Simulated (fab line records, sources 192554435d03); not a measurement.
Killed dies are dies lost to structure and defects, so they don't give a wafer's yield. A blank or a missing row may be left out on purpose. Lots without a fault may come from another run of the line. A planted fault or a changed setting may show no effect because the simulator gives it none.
fab line records | flow n5_finfet
record lots=7 wafers=21
route steps=1938 shown SD_EPI_P@296 SD_ACTIVATION@330 ILD0@338 SDB@348 HKMG_FIN@403 GATE_CUT@479
start_h: hours from the record's first day to the start of the lot's first wafer shown | wait_h: hours since the lot's step before | " the same as in the row above | L1.1+2: a row that stands for several wafers | - no value, or no start given | * or withheld: withheld | < > ~ a bound
route shown NAME@n: a module of which the file shows steps, and the number in the route of the first | usual: mean/standard deviation of fault-free wafers | same: alike in all rows | chamber/n: place in a boat | sites: the reading at each site | _std_site: their standard deviation | _edge_site: outer sites' mean less inner sites' | radius_mm: how far each site lies from the wafer's centre | mask NAME#n: copy n | behind: the tool/chamber that last shaped the wafer | hold: why the lot was held/for how many hours/how that ended | device: the transistor (n, p or np) that didn't switch | end of line: the same wafers' tests at the end of the route | a step without rows: its recipe alone | killed: dies lost to structure and defects at the first sort, not the wafer's yield | map: a wafer's dies, x killed, . not, _ none there
set.NAME: the setting as run; set.NAME@STEP: as run at that earlier step | model.NAME: the simulator's own value behind a step, which no gauge read
lots whose settings were changed on purpose; a table a step, a row a wafer
## steps
# step N5_SD_EPI_P_COAT_35
# recipe resist=SiARC temp_c=220 time_s=60 spin_rpm=1500 resist_thk_nm=35
# columns lot.wafer tool chamber start_h wait_h set.spin_rpm model.SiARC_of_SD_EPI_P_COAT_35.thk_nm
L074.2 litho_track-01 0 - - 1500 35
L074.3 " 0 " " 1642 33.4
L074.4 " 0 " " 1642 33.6
L076.1 litho_track-01 0 - - 1500 35.2
L076.2 " 0 " " 1603 33.8
L076.4 " 0 " " 1500 35
L081.1+2+4 litho_track-01 0 - - 1500 35
L083.3 litho_track-03 0 - - 1500 35
L083.4+6 " 0 " " 1604 33.8
L086.2+4+5 litho_track-01 0 - - 1500 35.2
L088.1 litho_track-05 0 - - 1500 35.2
L088.3+4 " 0 " " 1620 33.8
L090.2 litho_track-01 0 - - 1500 35
L090.3 " 0 " " 1423 36
L090.5 " 0 " " 1500 35.2
# step N5_SD_EPI_P_COAT_03
# recipe resist=CAR-ArF-block spin_rpm=1500 resist_thk_nm=150
# step N5_SD_EPI_P_EBR_05
# recipe solvent=PGMEA ebr_width_mm=1.5
# step N5_SD_EPI_P_DESCUM_14
# recipe chemistry=O2 time_s=7.9 source_power_w=50 bias_power_w=20 pressure_mtorr=20 rf_frequency_hz=2.712e+07 temp_c=40 resist=CAR-ArF-block o2_flow_sccm=225
# step N5_SD_EPI_P_ETCH_36
# recipe chemistry=CF4 target=SiARC target_depth_a=455 mask_material=CAR-ArF-block time_s=75.8 ion_energy_ev=80 pressure_mtorr=40 source_w=545 bias_w=36 Ar_flow_sccm=100 cf4_flow_sccm=100 ends=cleared
# columns lot.wafer tool chamber start_h wait_h set.spin_rpm@SD_EPI_P_COAT_35 model.etch.depth_nm
L074.2 rie_diel-03 0 55.17 0.0 1500 35.02
L074.3 " 2 " " 1642 33.5
L074.4 " 1 " " 1642 33.56
L076.1 rie_diel-04 3 67.06 0.0 1500 35.15
L076.2 " 2 " " 1603 33.79
L076.4 " 1 " " 1500 35.04
L081.1 rie_diel-03 1 98.96 0.0 1500 35.1
L081.2 " 0 " " 1500 35.05
L081.4 " 1 " " 1500 35.09
L083.3 rie_diel-05 2 106.96 0.0 1500 34.98
L083.4 " 3 " " 1604 33.82
L083.6 " 2 " " 1604 33.76
L086.2 rie_diel-05 0 124.72 0.0 1500 35.24
L086.4 " 3 " " 1500 35.11
L086.5 " 1 " " 1500 35.27
L088.1 rie_diel-04 0 137.31 0.0 1500 35.18
L088.3+4 " 3,1 " " 1620 33.83
L090.2 rie_diel-04 2 150.14 0.0 1500 35.07
L090.3 " 1 " " 1423 36.05
L090.5 " 0 " " 1500 35.17
# step N5_SD_EPI_P_ETCH_37
# recipe chemistry=N2/H2 target=SOC overetch_a=1080 mask_material=SiARC temp_c=40 ion_energy_ev=100 source_w=3000 bias_w=133 pressure_mtorr=20 time_s=486 n2_flow_sccm=200 h2_flow_sccm=200 ends=end_point
# columns lot.wafer tool chamber start_h wait_h set.spin_rpm@SD_EPI_P_COAT_35 model.SiARC_of_SD_EPI_P_COAT_35.thk_nm
L074.2 rie_diel-03 0 55.22 0.0 1500 19.4
L074.3 " 2 " " 1642 18.6
L074.4 " 1 " " 1642 18.2
L076.1 rie_diel-04 3 67.12 0.0 1500 20
L076.2 " 2 " " 1603 18.8
L076.4 " 1 " " 1500 19.2
L081.1+2+4 rie_diel-03 1,0,1 99.02 0.0 1500 19.6
L083.3 rie_diel-05 2 107.01 0.0 1500 19.6
L083.4 " 3 " " 1604 18.8
L083.6 " 2 " " 1604 18.4
L086.2+5 rie_diel-05 0,1 124.77 0.0 1500 20.2
L086.4 " 3 " " 1500 20
L088.1 rie_diel-04 0 137.36 0.0 1500 20
L088.3 " 3 " " 1620 19
L088.4 " 1 " " 1620 18.4
L090.2 rie_diel-04 2 150.19 0.0 1500 19.6
L090.3 " 1 " " 1423 20.4
L090.5 " 0 " " 1500 20
# step N5_SD_EPI_P_STRIP_38
# recipe chemistry=N2/H2 temp_c=40 n2_flow_sccm=200 h2_flow_sccm=200 rf_frequency_hz=6e+07
# step N5_SD_EPI_P_ETCHBACK_46
# recipe chemistry=CH3F/O2 mode=anisotropic_etchback target=SiNx target_depth_a=175 stop_on=SiO2 over_etch_frac=0.3 ion_energy_ev=120 pressure_mtorr=30 source_w=395 bias_w=73 Ar_flow_sccm=150 CH3F_flow_sccm=30 O2_flow_sccm=20
# columns lot.wafer tool chamber start_h wait_h set.spin_rpm@SD_EPI_P_COAT_35 model.SiARC_of_SD_EPI_P_COAT_35.thk_nm
L074.2 rie_diel-03 0 55.55 0.0 1500 15
L074.3 " 2 " " 1642 14
L074.4 " 1 " " 1642 13.6
L076.1 rie_diel-04 3 67.44 0.0 1500 15.6
L076.2 " 2 " " 1603 14.2
L076.4 " 1 " " 1500 14.6
L081.1+4 rie_diel-03 1 99.34 0.0 1500 15.2
L081.2 " 0 " " 1500 15
L083.3 rie_diel-05 2 107.34 0.0 1500 15.2
L083.4 " 3 " " 1604 14.2
L083.6 " 2 " " 1604 13.8
L086.2 rie_diel-05 0 125.10 0.0 1500 15.8
L086.4+5 " 3,1 " " 1500 15.6
L088.1 rie_diel-04 0 137.69 0.0 1500 15.6
L088.3 " 3 " " 1620 14.4
L088.4 " 1 " " 1620 13.8
L090.2 rie_diel-04 2 150.52 0.0 1500 14.8
L090.3 " 1 " " 1423 15.8
L090.5 " 0 " " 1500 15.4
# step N5_SD_EPI_P_ETCH_47
# recipe chemistry=CH3F/O2 target=SiOCN target_depth_a=250 mask_material=SOC ion_energy_ev=60 bias_w=29 pressure_mtorr=30 source_w=410 Ar_flow_sccm=150 CH3F_flow_sccm=30 O2_flow_sccm=20
# step N5_SD_EPI_P_ETCH_16
# recipe chemistry=CHF3/O2 target=SiO2 target_depth_a=50 mask_material=SOC pressure_mtorr=30 source_w=650 bias_w=170 Ar_flow_sccm=200 CHF3_flow_sccm=50 O2_flow_sccm=5 ion_energy_ev=200
# step N5_SD_EPI_P_EPI_21
# recipe material=SiGe:B dopant=B temp_c=550 pressure_torr=20 ambient=H2 time_s=355
# step N5_SD_EPI_P_HM_STRIP_48
# recipe chemistry=H3PO4 temp_c=160 material=SiNx target=SiNx target_depth_a=30 overetch_fraction=0.3
# columns lot.wafer tool chamber start_h wait_h set.temp_c@SD_EPI_N_EPI_21 model.Si-P_of_SD_EPI_N_EPI_21.thk_nm
L074.2 wet_bench-04 2 59.58 0.0 678.2 56.6
L074.3 " 4 " " 678.2 56.2
L074.4 " 1 " " 680 57.8
L076.1+2 wet_bench-06 7,1 71.45 0.0 680 58.6
L076.4 " 2 " " 680 59.4
L081.1 wet_bench-03 1 102.51 0.0 680 59
L081.2 " 7 " " 680 58.4
L081.4 " 2 " " 680 58.8
L083.3 wet_bench-03 5 110.50 0.0 676.4 54.4
L083.4 " 2 " " 680 58.2
L083.6 " 7 " " 680 57.8
L086.2 wet_bench-03 7 128.30 0.0 683.1 61
L086.4 " 0 " " 680 57.8
L086.5 " 5 " " 683.1 60.8
L088.1 wet_bench-06 3 140.86 0.0 680 58.8
L088.3 " 4 " " 680 59
L088.4 " 7 " " 680 58.4
L090.2 wet_bench-03 2 154.57 0.0 680 58
L090.3 " 6 " " 680 58.8
L090.5 " 7 " " 680 58.4
# step N5_SD_EPI_P_SRD_49
# recipe dry=ipa_marangoni time_s=30 temp_c=23 rinse_liquid=diw
# step N5_SD_EPI_P_PRECLEAN_24
# recipe chemistry=O3/DIW time_s=45 temp_c=22 o3_ppm=10
# step N5_SD_ACTIVATION_RTA_00
# recipe temp_c=975 time_s=0 ambient=N2 idle_temp_c=600 ramp_up_c_per_s=150 ramp_down_c_per_s=60 cool_to_c=600
# step N5_SD_ACTIVATION_LSA_01
# recipe temp_c=1080 time_s=0.0008 ambient=N2
# step N5_SD_ACTIVATION_RS_MEAS_03
# recipe thk_meas_gauge=four-point-probe
# usual RS_SD_N=21.93/0.26 RS_SD_P=56.1/0.99
# columns lot.wafer tool chamber start_h wait_h set.temp_c@SD_EPI_N_EPI_21 RS_SD_N[ohm/sq] RS_SD_P[ohm/sq]
L074.2 film_metro-01 - 60.17 0.2 678.2 22.81 55.6
L074.3 " - " " 678.2 22.93 55.3
L074.4 " - " " 680 22.30 55.7
L076.1 film_metro-02 - 72.03 0.2 680 21.69 56.1
L076.2 " - " " 680 21.63 55.1
L076.4 " - " " 680 21.56 55.3
L081.1 film_metro-01 - 103.10 0.2 680 21.67 57.3
L081.2 " - " " 680 21.98 57.1
L081.4 " - " " 680 21.69 56.2
L083.3 film_metro-01 - 111.14 0.2 676.4 23.58 56.2
L083.4 " - " " 680 22.10 57.4
L083.6 " - " " 680 22.34 56.2
L086.2 film_metro-02 - 128.89 0.2 683.1 20.99 55.6
L086.4 " - " " 680 22.41 54.5
L086.5 " - " " 683.1 21.20 55.1
L088.1 film_metro-01 - 141.43 0.2 680 21.75 57.4
L088.3 " - " " 680 21.53 56.8
L088.4 " - " " 680 21.84 56.6
L090.2 film_metro-01 - 155.29 0.2 680 22.05 56.9
L090.3 " - " " 680 21.62 56.4
L090.5 " - " " 680 21.83 57.4
# step N5_ILD0_CMP_03
# recipe stop_on=SiNx t_overpolish_s=1.9 post_cmp_clean=alkaline_brush down_force_psi=4.1491 platen_rpm=51.796 pad_velocity_m_s=1.0306 target_thk_nm=197.38
# usual time_to_endpoint_s=70.1/3
# columns lot.wafer tool chamber start_h wait_h set.down_force_psi time_to_endpoint_s
L074.4 cmp-03 1 62.88 0.0 4.1491 67.1
L074.2 " 3 " " 4.1491 66.5
L074.3 " 0 " " 4.1491 67.5
L076.2 cmp-03 2 74.76 0.0 3.273 88.4
L076.4 " 3 " " 3.273 87.7
L076.1 " 1 " " 4.1491 71.0
L081.4 cmp-04 1 105.82 0.0 4.1491 70.7
L081.1 " 3 " " 4.1491 70.6
L081.2 " 0 " " 4.1491 71.6
L083.4 cmp-04 2 113.86 0.1 4.1491 70.4
L083.3 " 3 " " 4.831 58.1
L083.6 " 2 " " 4.831 61.2
L086.4 cmp-04 2 131.88 0.0 4.1491 72.7
L086.2 " 3 " " 4.1491 68.1
L086.5 " 2 " " 4.1491 67.6
L088.3 cmp-01 1 144.19 0.1 4.1491 65.1
L088.4 " 2 " " 4.1491 68.3
L088.1 " 3 " " 4.1491 72.2
L090.3 cmp-01 1 158.24 0.0 4.437 67.5
L090.2 " 0 " " 4.437 67.7
L090.5 " 2 " " 4.1491 74.2
# step N5_SDB_COAT_03
# recipe resist=SOC temp_c=250 time_s=60 spin_rpm=1500 resist_thk_nm=100
# columns lot.wafer tool chamber start_h wait_h set.spin_rpm model.SOC_of_SDB_COAT_03.thk_nm
L074.2 litho_track-02 0 66.90 0.1 1500 100.6
L074.3 " 0 " " 1406 104
L074.4 " 0 " " 1406 103.6
L076.1 litho_track-04 0 78.77 0.1 1500 100
L076.2 " 0 " " 1500 99.6
L076.4 " 0 " " 1500 99.8
L081.1+2 litho_track-02 0 109.80 0.1 1500 100.4
L081.4 " 0 " " 1500 100.2
L083.3 litho_track-04 0 117.90 0.1 1387 104.6
L083.4+6 " 0 " " 1387 104.4
L086.2 litho_track-02 0 136.01 0.1 1500 99.6
L086.4 " 0 " " 1415 102.6
L086.5 " 0 " " 1415 102.8
L088.1+3 litho_track-02 0 148.13 0.1 1500 100
L088.4 " 0 " " 1357 105.2
L090.2+3 litho_track-02 0 162.22 0.1 1458 101.8
L090.5 " 0 " " 1500 100.2
# step N5_SDB_COAT_04
# recipe resist=SiARC temp_c=220 time_s=60 spin_rpm=1500 resist_thk_nm=18
# step N5_SDB_COAT_05
# recipe resist=CAR-ArF spin_rpm=1500 resist_thk_nm=90
# step N5_SDB_DESCUM_16
# recipe chemistry=O2 time_s=7.9 source_power_w=50 bias_power_w=20 pressure_mtorr=20 rf_frequency_hz=2.712e+07 temp_c=40 resist=CAR-ArF o2_flow_sccm=225
# step N5_SDB_ETCH_17
# recipe chemistry=CF4 target=SiARC target_depth_a=234 mask_material=CAR-ArF time_s=39 ion_energy_ev=80 pressure_mtorr=40 source_w=545 bias_w=36 Ar_flow_sccm=100 cf4_flow_sccm=100 ends=cleared
# step N5_SDB_ETCH_18
# recipe chemistry=N2/H2 target=SOC target_depth_a=1000 overetch_a=200 mask_material=SiARC temp_c=40 time_s=150 ion_energy_ev=200 pressure_mtorr=30 source_w=840 bias_w=150 n2_flow_sccm=200 h2_flow_sccm=200
# columns lot.wafer tool chamber start_h wait_h set.spin_rpm@SDB_COAT_03 model.etch.depth_nm
L074.2 rie_diel-01 1 67.59 0.0 1500 100.6
L074.3 " 2 " " 1406 104
L074.4 " 1 " " 1406 103.7
L076.1 rie_diel-02 0 79.39 0.0 1500 100
L076.2 " 1 " " 1500 99.56
L076.4 " 3 " " 1500 99.88
L081.1 rie_diel-01 2 110.22 0.0 1500 100.5
L081.2 " 0 " " 1500 100.4
L081.4 " 1 " " 1500 100.3
L083.3 rie_diel-06 0 118.43 0.0 1387 104.6
L083.4 " 3 " " 1387 104.5
L083.6 " 2 " " 1387 104.4
L086.2 rie_diel-06 1 136.41 0.0 1500 99.64
L086.4 " 0 " " 1415 102.6
L086.5 " 0 " " 1415 102.8
L088.1 rie_diel-01 1 149.00 0.0 1500 100
L088.3 " 2 " " 1500 100.1
L088.4 " 1 " " 1357 105.2
L090.2 rie_diel-06 2 162.74 0.0 1458 101.7
L090.3 " 3 " " 1458 101.8
L090.5 " 0 " " 1500 100.1
# step N5_SDB_STRIP_19
# recipe chemistry=N2/H2 temp_c=40 n2_flow_sccm=200 h2_flow_sccm=200 rf_frequency_hz=6e+07
# step N5_SDB_STRIP_21
# recipe chemistry=CF4 resist=SiARC power_w=300 bias_power_w=75 pressure_mtorr=50 cf4_flow_sccm=150 rf_frequency_hz=6e+07
# step N5_SDB_HM_OPEN_20
# recipe chemistry=CH3F/O2 target=SiNx mask_material=SOC target_depth_a=240 stop_on=poly-Si over_etch_frac=0.4 ion_energy_ev=120 pressure_mtorr=30 source_w=395 bias_w=73 Ar_flow_sccm=150 CH3F_flow_sccm=30 O2_flow_sccm=20
# step N5_SDB_STRIP_22
# recipe chemistry=N2/H2 power_w=1000 temp_c=250 h2_frac=0.65 overash_fraction=0.3 pressure_mtorr=withheld n2_flow_sccm=1750 h2_flow_sccm=3250
# usual strip_time_to_endpoint_s=96.4/0.33
# columns lot.wafer tool chamber start_h wait_h set.spin_rpm@SDB_COAT_03 strip_time_to_endpoint_s
L074.2 plasma_asher-02 0 67.83 0.1 1500 97.0
L074.3 " 0 " " 1406 100.1
L074.4 " 1 " " 1406 99.8
L076.1 plasma_asher-01 0 79.63 0.1 1500 96.1
L076.2 " 1 " " 1500 95.8
L076.4 " 1 " " 1500 96.1
L081.1 plasma_asher-02 0 110.46 0.1 1500 96.5
L081.2 " 1 " " 1500 96.7
L081.4 " 1 " " 1500 96.5
L083.3 plasma_asher-01 1 118.71 0.1 1387 100.8
L083.4 " 0 " " 1387 100.5
L083.6 " 1 " " 1387 100.7
L086.2 plasma_asher-01 1 136.65 0.1 1500 96.4
L086.4 " 0 " " 1415 98.8
L086.5 " 0 " " 1415 99.0
L088.1 plasma_asher-02 0 149.24 0.1 1500 96.4
L088.3 " 1 " " 1500 96.2
L088.4 " 0 " " 1357 101.4
L090.2 plasma_asher-01 1 162.98 0.1 1458 98.0
L090.3 " 0 " " 1458 97.9
L090.5 " 1 " " 1500 96.5
# step N5_HKMG_FIN_ETCH_55
# recipe chemistry=N2/H2 target=SOC target_depth_a=2400 temp_c=40 time_s=300 ion_energy_ev=200 mask_material=SiARC pressure_mtorr=30 source_w=840 bias_w=150 n2_flow_sccm=200 h2_flow_sccm=200
# columns lot.wafer tool chamber start_h wait_h set.time_s model.etch.depth_nm model.HKMG_FIN.feature_depth_nm model.SiARC_of_HKMG_FIN_COAT_42.thk_nm
L074.2 rie_diel-01 2 72.97 0.0 262.3 213.2 213.2 22.6
L074.3 " 0 " " 262.3 208.9 208.8 22.8
L074.4 " 1 " " 300 237.7 237.8 21.4
L076.1 rie_diel-02 0 85.09 0.0 255.5 209.1 209 22.8
L076.2 " 1 " " 255.5 206 206 23.2
L076.4 " 3 " " 255.5 206 206 23
L081.1 rie_diel-01 3 115.89 0.0 300 231.2 231.2 21.8
L081.2 " 1 " " 300 234.6 234.6 21.6
L081.4 " 0 " " 300 239.3 239.2 21.2
L083.3 rie_diel-02 3 124.66 0.0 300 238 238 21.4
L083.4 " 1 " " 300 237.3 237.2 21.6
L083.6 " 3 " " 300 237.7 237.6 21.4
L086.2 rie_diel-02 1 142.34 0.0 300 239.6 239.6 21.4
L086.4 " 2 " " 300 234.8 234.8 21.6
L086.5 " 1 " " 300 239.9 240 21.4
L088.1 rie_diel-01 2 155.06 0.0 300 240.1 240.2 21.2
L088.3 " 1 " " 300 231.9 231.8 21.8
L088.4 " 1 " " 300 232.9 232.8 21.8
L090.2 rie_diel-02 3 168.31 0.0 357.9 288.3 288.4 18.4
L090.3 " 2 " " 300 235.4 235.4 21.2
L090.5 " 2 " " 357.9 279.1 279 18.8
# step N5_GATE_CUT_COAT_35
# recipe resist=SiARC temp_c=220 time_s=60 spin_rpm=1500 resist_thk_nm=10
# columns lot.wafer tool chamber start_h wait_h set.spin_rpm model.SiARC_of_GATE_CUT_COAT_35.thk_nm
L074.2 litho_track-01 0 - - 1500 10
L074.3+4 " 0 " " 1543 9.8
L076.1+2+4 litho_track-02 0 - - 1500 10
L081.1+2+4 litho_track-03 0 - - 1500 10
L083.3+6 litho_track-02 0 - - 1401 10.4
L083.4 " 0 " " 1500 10
L086.2+4 litho_track-01 0 - - 1500 10
L086.5 " 0 " " 1336 10.6
L088.1+3 litho_track-03 0 - - 1500 10
L088.4 " 0 " " 1611 9.6
L090.2+3+5 litho_track-01 0 - - 1500 10
# step N5_GATE_CUT_COAT_27
# recipe resist=underlayer temp_c=205 time_s=60 spin_rpm=1500 resist_thk_nm=10
# step N5_GATE_CUT_COAT_07
# recipe resist=CAR-EUV spin_rpm=1500 resist_thk_nm=30
# step N5_GATE_CUT_DESCUM_18
# recipe chemistry=O2 time_s=7 source_power_w=50 bias_power_w=20 pressure_mtorr=20 rf_frequency_hz=2.712e+07 temp_c=40 resist=CAR-EUV o2_flow_sccm=225
# step N5_GATE_CUT_ETCH_28
# recipe chemistry=N2/H2 target=underlayer target_depth_a=130 mask_material=CAR-EUV time_s=10.4 ion_energy_ev=200 pressure_mtorr=30 source_w=840 bias_w=150 n2_flow_sccm=200 h2_flow_sccm=200 ends=cleared
# step N5_GATE_CUT_ETCH_36
# recipe chemistry=CF4 target=SiARC target_depth_a=130 mask_material=CAR-EUV time_s=21.7 ion_energy_ev=80 pressure_mtorr=40 source_w=545 bias_w=36 Ar_flow_sccm=100 cf4_flow_sccm=100 ends=cleared
# columns lot.wafer tool chamber start_h wait_h set.spin_rpm@GATE_CUT_COAT_35 model.etch.depth_nm
L074.2 rie_diel-04 0 84.93 0.0 1500 9.988
L074.3 " 3 " " 1543 9.86
L074.4 " 1 " " 1543 9.865
L076.1 rie_diel-05 0 97.36 0.0 1500 10.07
L076.2 " 2 " " 1500 10.06
L076.4 " 3 " " 1500 10.03
L081.1 rie_diel-03 1 127.48 0.0 1500 9.963
L081.2 " 3 " " 1500 9.974
L081.4 " 2 " " 1500 9.977
L083.3+6 rie_diel-03 2,3 136.18 0.0 1401 10.36
L083.4 " 0 " " 1500 10.03
L086.2 rie_diel-03 3 153.90 0.0 1500 10.01
L086.4 " 1 " " 1500 10.04
L086.5 " 2 " " 1336 10.65
L088.1 rie_diel-05 1 167.42 0.0 1500 10.02
L088.3 " 2 " " 1500 9.974
L088.4 " 0 " " 1611 9.642
L090.2 rie_diel-04 2 179.90 0.0 1500 9.97
L090.3 " 0 " " 1500 10.02
L090.5 " 2 " " 1500 10
# step N5_GATE_CUT_ETCH_37
# recipe chemistry=N2/H2 target=SOC target_depth_a=600 overetch_a=120 mask_material=SiARC temp_c=40 time_s=90 ion_energy_ev=200 pressure_mtorr=30 source_w=840 bias_w=150 n2_flow_sccm=200 h2_flow_sccm=200
# columns lot.wafer tool chamber start_h wait_h set.spin_rpm@GATE_CUT_COAT_35 model.SiARC_of_GATE_CUT_COAT_35.thk_nm
L074.2 rie_diel-04 0 84.95 0.0 1500 6
L074.3 " 3 " " 1543 6
L074.4 " 1 " " 1543 5.8
L076.1+4 rie_diel-05 0,3 97.38 0.0 1500 6.2
L076.2 " 2 " " 1500 6
L081.1 rie_diel-03 1 127.51 0.0 1500 6
L081.2+4 " 3,2 " " 1500 5.8
L083.3+6 rie_diel-03 2,3 136.21 0.0 1401 6.2
L083.4 " 0 " " 1500 6
L086.2 rie_diel-03 3 153.93 0.0 1500 5.8
L086.4 " 1 " " 1500 6
L086.5 " 2 " " 1336 6.6
L088.1 rie_diel-05 1 167.45 0.0 1500 6.2
L088.3 " 2 " " 1500 6
L088.4 " 0 " " 1611 5.8
L090.2+3+5 rie_diel-04 2,0,2 179.93 0.0 1500 6
## key
split step=N5_SD_EPI_P_COAT_35 setting=spin_rpm stated=1500 by=wafer
response step=N5_SD_EPI_P_COAT_35 reading=model.SiARC_of_SD_EPI_P_COAT_35.thk_nm change=-0.172 per=1% r=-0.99
response step=N5_SD_EPI_P_ETCH_36 reading=model.etch.depth_nm change=-0.17 per=1% r=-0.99
response step=N5_SD_EPI_P_ETCH_37 reading=model.SiARC_of_SD_EPI_P_COAT_35.thk_nm change=-0.129 per=1% r=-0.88
response step=N5_SD_EPI_P_ETCHBACK_46 reading=model.SiARC_of_SD_EPI_P_COAT_35.thk_nm change=-0.151 per=1% r=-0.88
split step=N5_ILD0_CMP_03 setting=down_force_psi stated=4.1491 by=wafer
response step=N5_ILD0_CMP_03 reading=time_to_endpoint_s change=* per=1% r=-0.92
split step=N5_SDB_COAT_03 setting=spin_rpm stated=1500 by=wafer
response step=N5_SDB_COAT_03 reading=model.SOC_of_SDB_COAT_03.thk_nm change=-0.539 per=1% r=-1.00
response step=N5_SDB_ETCH_18 reading=model.etch.depth_nm change=-0.541 per=1% r=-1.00
response step=N5_SDB_STRIP_22 reading=strip_time_to_endpoint_s change=* per=1% r=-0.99
split step=N5_HKMG_FIN_ETCH_55 setting=time_s stated=300 by=wafer
response step=N5_HKMG_FIN_ETCH_55 reading=model.etch.depth_nm change=+2.39 per=1% r=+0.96
response step=N5_HKMG_FIN_ETCH_55 reading=model.HKMG_FIN.feature_depth_nm change=+2.39 per=1% r=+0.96
response step=N5_HKMG_FIN_ETCH_55 reading=model.SiARC_of_HKMG_FIN_COAT_42.thk_nm change=-0.125 per=1% r=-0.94
split step=N5_GATE_CUT_COAT_35 setting=spin_rpm stated=1500 by=wafer
response step=N5_GATE_CUT_COAT_35 reading=model.SiARC_of_GATE_CUT_COAT_35.thk_nm change=-0.0563 per=1% r=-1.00
response step=N5_GATE_CUT_ETCH_36 reading=model.etch.depth_nm change=-0.0529 per=1% r=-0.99
response step=N5_GATE_CUT_ETCH_37 reading=model.SiARC_of_GATE_CUT_COAT_35.thk_nm change=-0.0508 per=1% r=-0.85
split outside_this_file step=N5_SD_EPI_N_EPI_21 setting=temp_c
# split outside_this_file: this setting was split too, and the file shows its column; the key of that split is in another file
